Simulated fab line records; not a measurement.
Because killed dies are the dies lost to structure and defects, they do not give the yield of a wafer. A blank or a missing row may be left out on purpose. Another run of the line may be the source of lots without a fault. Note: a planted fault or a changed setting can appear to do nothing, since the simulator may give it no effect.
Comparing a struck lot with a sound one	flow n5_finfet	40 steps out of a route of 1938
Sound: these wafers, L950.2, L950.3, L950.6. The struck wafers were L957.1, L957.4, L957.6. At the end, the cause is stated.
Order at every step that has rows: each side's tool, ch and its chambers, its first start. Under that, the readings that differ: sound wafers	struck wafers	difference of the means	sigmas: that difference in standard deviations of wafers without a fault.
alike: readings with means less than 2 such deviations apart, plus words and numbers identical on both sides. not compared: withheld readings, readings lacking a value on some wafer, bounds such as >300 that could conceal the same value, and numbers that have no deviation in the record and whose values overlap.
A row with sigmas, a row that says differs or no value, or rows on one side alone: a step with any of these is where the two part. Non-overlapping numbers with no deviation appear without sigmas and do not part them. Lack of a reading on every wafer of one side parts them only where that side has two or more wafers.

first, 12 steps without rows for these wafers: N5_SD_EPI_N_STRIP_36 (strips in N2/H2); N5_SD_EPI_N_ETCHBACK_44 (etches SiNx in CH3F/O2, stops on SiO2, target depth 14.5 nm); N5_SD_EPI_N_ETCH_45 (etches SiOCN in CH3F/O2, target depth 6 nm); N5_SD_EPI_N_ETCH_16 (etches SiO2 in CHF3/O2, target depth 5 nm); N5_SD_EPI_N_STRIP_47 (strips in CHF3/O2); N5_SD_EPI_N_SD_RECESS_17 (chemistry HBr/Cl2/O2, target depth 41 nm, time 23.7 s, bt time 3 s); N5_SD_EPI_N_STRIP_38 (strips in N2/H2); N5_SD_EPI_N_WET_ETCH_43 (etches SiO2 in dHF, time 14 s, target depth 1.5 nm); N5_SD_EPI_N_STRIP_18 (strips in SPM, time 750 s); N5_SD_EPI_N_SRD_20 (time 30 s); N5_SD_EPI_N_PRECLEAN_48 (cleans in NF3:NH3, afs cycles 2, time 20 s, sublimation time 60 s); N5_SD_EPI_N_VAPOR_ETCH_50 (etches Si in HCl, time 54 s).
N5_SD_EPI_N_EPI_21: deposits Si:P, time 690 s.
  sound on epi_rpcvd-02 ch 0, day 3 15:55; struck on epi_rpcvd-02 ch 0, day 5 08:21
then, 24 steps without rows for these wafers: N5_SD_EPI_N_PRECLEAN_24 (cleans in O3/DIW, time 60 s); N5_SD_EPI_N_SRD_25 (time 30 s); N5_SD_EPI_N_PRECLEAN_49 (cleans in NF3:NH3, afs cycles 1, time 20 s, sublimation time 60 s); N5_SD_EPI_N_LINER_46 (material SiNx, target thk 3 nm); N5_SD_EPI_P_COAT_34 (time 60 s, resist thk 350 nm); N5_SD_EPI_P_COAT_35 (time 60 s, resist thk 35 nm); N5_SD_EPI_P_COAT_03 (resist thk 150 nm); N5_SD_EPI_P_EBR_05; N5_SD_EPI_P_SOFTBAKE_04 (time 60 s); N5_SD_EPI_P_EXPOSE_06 (exposes mask SD P BLK, target cd 240 nm); N5_SD_EPI_P_PEB_07 (peb time 60 s); N5_SD_EPI_P_DEVELOP_08 (develop time 30 s); N5_SD_EPI_P_DESCUM_14 (chemistry O2, time 7.9 s); N5_SD_EPI_P_ETCH_36 (etches SiARC in CF4, target depth 45.5 nm, time 75.8 s); N5_SD_EPI_P_ETCH_37 (etches SOC in N2/H2, overetch 108 nm, time 486 s); N5_SD_EPI_P_STRIP_38 (strips in N2/H2); N5_SD_EPI_P_ETCHBACK_46 (etches SiNx in CH3F/O2, stops on SiO2, target depth 17.5 nm); N5_SD_EPI_P_ETCH_47 (etches SiOCN in CH3F/O2, target depth 25 nm); N5_SD_EPI_P_ETCH_16 (etches SiO2 in CHF3/O2, target depth 5 nm); N5_SD_EPI_P_STRIP_50 (strips in CHF3/O2); N5_SD_EPI_P_SD_RECESS_17 (chemistry HBr/Cl2/O2, target depth 39.1 nm, bt time 3 s); N5_SD_EPI_P_WET_ETCH_45 (etches SiO2 in dHF, time 10.7 s, target depth 2 nm, rinse time 30 s); N5_SD_EPI_P_STRIP_40 (strips in N2/H2); N5_SD_EPI_P_PRECLEAN_52 (cleans in O3/DIW, time 60 s).
N5_SD_ACTIVATION_RS_MEAS_03: a four-point-probe measurement.
  sound: film_metro-01 at day 4 01:02; struck: film_metro-02 at day 5 17:13
reading	sound	struck	difference	sigmas
RS_SD_N (ohm/sq)	21.87 22.01 21.65	23.54 23.50 23.72	+1.74	+6
RS_SD_P (ohm/sq)	54.1 53.8 54.2	56.2 56.1 57.5	+2.6	+3
-- record jumps: 6 days separate the struck wafers' starts on either side; left off in module SD_ACTIVATION, taken up again in module BEOL_M4, whose first shown step is the route's number 1111 --
N5_BEOL_M4_RC_MEAS_101:
  sound on prober-01 ch 0, day 9 12:54; struck on prober-01 ch 0, day 11 06:35
reading	sound	struck	difference	sigmas
ION_N (uA/um)	671 667 665	650 645 649	-20	-2
RC_DENSE_N (ohm.um)	18.6 19.3 19.1	20.4 20.4 20.6	+1.5	+4
RC_N (ohm.um)	14.97 15.68 15.61	16.69 16.72 16.62	+1.26	+4
REXT_N (ohm.um)	75.6 76.6 76.5	85.3 86.3 85.4	+9.4	+5
RS_SD_N (ohm/sq)	28.5 28.3 27.8	30.3 30.3 30.7	+2.2	+6
SS_N (mV/dec)	72.6 72.2 72.2	71.4 70.9 70.5	-1.4	-3
VT_N (mV)	251.7 250.5 251.1	258.2 255.0 255.5	+5.1	+2
  alike: DIBL_N, DIBL_P, IOFF_N, IOFF_P, ION_P, SS_P, VT_P
-- here the record skips 4 days between the struck wafers' starts before and after, leaving off in module BEOL_M4 and picking up in module PASSIVATION (first step shown: number 1936 of the route) --
N5_PASSIVATION_PROBE_49:
  sound: prober-01 at day 14 03:10; struck: prober-01 at day 15 17:38
  alike: defect_limited_yield, killed_at_M0_to_M3, killed_at_M4_up, killed_at_contacts, killed_at_front_end, killed_at_other, killed_dies, killed_open, killed_short, sort_bin_5_function, sort_bin_6_memory, sort_n_pass, sort_yield_pct

== WHERE THEY PART ==
First at N5_SD_ACTIVATION_RS_MEAS_03; last, within this record, at N5_BEOL_M4_RC_MEAS_101. Later steps at which nothing parts them and some readings are alike: N5_PASSIVATION_PROBE_49.

WHY: what the simulator had put in
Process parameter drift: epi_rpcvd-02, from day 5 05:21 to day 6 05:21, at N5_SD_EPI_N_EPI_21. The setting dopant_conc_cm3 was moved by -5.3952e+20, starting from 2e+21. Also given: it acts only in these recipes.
